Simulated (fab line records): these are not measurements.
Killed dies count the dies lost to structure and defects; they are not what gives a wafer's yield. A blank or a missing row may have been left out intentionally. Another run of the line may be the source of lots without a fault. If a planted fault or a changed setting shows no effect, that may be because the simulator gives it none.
Split-lot study    flow n5-finfet    route with 1938 steps; 7 lots, 39 wafers read

ABOUT THE SPLIT
At N5_BEOL_M6_ILD_DEP_00 (deposits SiCOH lowk from DEMS/porogen, target thk 179.75 nm, time 33.4 s), the setting target-thk-a was moved away from the recipe's 1797.5 angstrom on 12 of the 39 wafers read, by -57.3% to +31.4%. This setting was run at the recipe's value on the other wafers.

FROM THE SPLIT ON TO THE READING: in between, the file shows 1 step
- N5_BEOL_M6_CURE_74: cures SiCOH lowk, time 240 s

THE READING
M6_ILD_THK, in nm, at N5_BEOL_M6_THK_MEAS_01. A value of 154.2 nm with a standard deviation of 2.1 nm is what fault-free wafers of this fab line usually give.

wafer   tool, chamber at the split  target-thk-a as run, angstrom  against the recipe  M6_ILD_THK, nm  against lot-mates on the recipe
L074.1  pecvd-02, 2                 1348                           -25.0%              115.9           -41.1
L074.2  pecvd-02, 1                 1797.5                         recipe              154.9           -
L074.3  pecvd-02, 0                 1348                           -25.0%              114.9           -42.1
L074.4  pecvd-02, 1                 1348                           -25.0%              116.5           -40.5
L074.5  pecvd-02, 2                 1797.5                         recipe              158.3           -
L074.6  pecvd-02, 0                 1797.5                         recipe              157.7           -
L077.2  pecvd-03, 0                 1797.5                         recipe              153.6           -
L077.4  pecvd-03, 1                 1797.5                         recipe              153.9           -
L077.5  pecvd-03, 0                 1797.5                         recipe              157.0           -
L079.1  pecvd-01, 0                 768.1                          -57.3%              66.0            -90.4
L079.2  pecvd-01, 1                 1797.5                         recipe              155.3           -
L079.3  pecvd-01, 0                 1797.5                         recipe              155.9           -
L079.4  pecvd-01, 1                 1797.5                         recipe              158.1           -
L079.5  pecvd-01, 1                 768.1                          -57.3%              65.6            -90.8
L079.6  pecvd-01, 0                 768.1                          -57.3%              65.0            -91.4
L088.1  pecvd-02, 2                 1797.5                         recipe              150.9           -
L088.2  pecvd-02, 1                 1797.5                         recipe              153.2           -
L088.3  pecvd-02, 0                 1797.5                         recipe              149.9           -
L088.4  pecvd-02, 2                 1797.5                         recipe              154.7           -
L088.5  pecvd-02, 1                 1797.5                         recipe              155.1           -
L088.6  pecvd-02, 0                 1797.5                         recipe              152.2           -
L090.1  pecvd-01, 2                 950.3                          -47.1%              79.5            -76.0
L090.2  pecvd-01, 0                 950.3                          -47.1%              83.4            -72.1
L090.3  pecvd-01, 1                 1797.5                         recipe              156.0           -
L090.4  pecvd-01, 1                 950.3                          -47.1%              83.7            -71.8
L090.5  pecvd-01, 2                 1797.5                         recipe              155.6           -
L090.6  pecvd-01, 0                 1797.5                         recipe              155.0           -
L091.1  pecvd-02, 2                 1797.5                         recipe              151.6           -
L091.2  pecvd-02, 0                 1797.5                         recipe              153.0           -
L091.3  pecvd-02, 1                 1797.5                         recipe              153.6           -
L091.4  pecvd-02, 0,2               1797.5                         recipe              154.3           -
L091.5  pecvd-02, 1                 1797.5                         recipe              157.1           -
L091.6  pecvd-02, 0,2               1797.5                         recipe              154.2           -
L092.1  pecvd-01, 2                 2362                           +31.4%              202.7           +47.7
L092.2  pecvd-01, 0                 1797.5                         recipe              152.6           -
L092.3  pecvd-01, 1                 2362                           +31.4%              204.8           +49.8
L092.4  pecvd-01, 1                 1797.5                         recipe              156.5           -
L092.5  pecvd-01, 0                 1797.5                         recipe              156.0           -
L092.6  pecvd-01, 2                 2362                           +31.4%              203.6           +48.6
If several chambers appear in one row, that row covers several wafers at once and the file leaves open which wafer was in which chamber.

THE FIT
A straight line over all 39 wafers: M6_ILD_THK changes by +1.55 nm for each +1% of target-thk-a; r = +1.00; the points scatter about the line by 1.9 nm.
The same after taking each lot's own level away (the mean of its wafers on the recipe; 39 wafers): +1.57 nm for each +1%; r = +1.00; scatter 1.6 nm.
The reading moves by 90 nm for the largest change in target-thk-a, on that fit.
Measured against the standard deviation above, the lots' own levels, which go from 152.67 to 156.97 nm, span 2.0 times it.
Consequently the slope shifts little with the lot-to-lot level, the two slopes agreeing.
Check: for one of the wafers moved furthest among these (-57.3%), held out of the fit, the line's prediction against its lot-mates is -90.4 nm. It came out at -90.4 nm against them.

THE WHOLE CHAIN: every reading that the file lists as answering this split, in the file's order
step                    what it does                                                              reading                                                                                   change (the file's fit)               r (the file's)
N5_BEOL_M6_ILD_DEP_00   deposits SiCOH lowk from DEMS/porogen, target thk 179.75 nm, time 33.4 s  SiCOH_lowk_of_BEOL_M6_ILD_DEP_00.thk-nm (the simulator's own value, which no gauge read)  +1.82 nm for each +1% of the setting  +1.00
N5_BEOL_M6_CURE_74      cures SiCOH lowk, time 240 s                                              SiCOH_lowk_of_BEOL_M6_ILD_DEP_00.thk-nm (the simulator's own value, which no gauge read)  +1.58 nm for each +1% of the setting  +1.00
N5_BEOL_M6_THK_MEAS_01                                                                            M6_ILD_THK                                                                                +1.58 for each +1% of the setting     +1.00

FILE'S OWN FIT
M6_ILD_THK changes by +1.58 nm for each +1% of target-thk-a, r = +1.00.
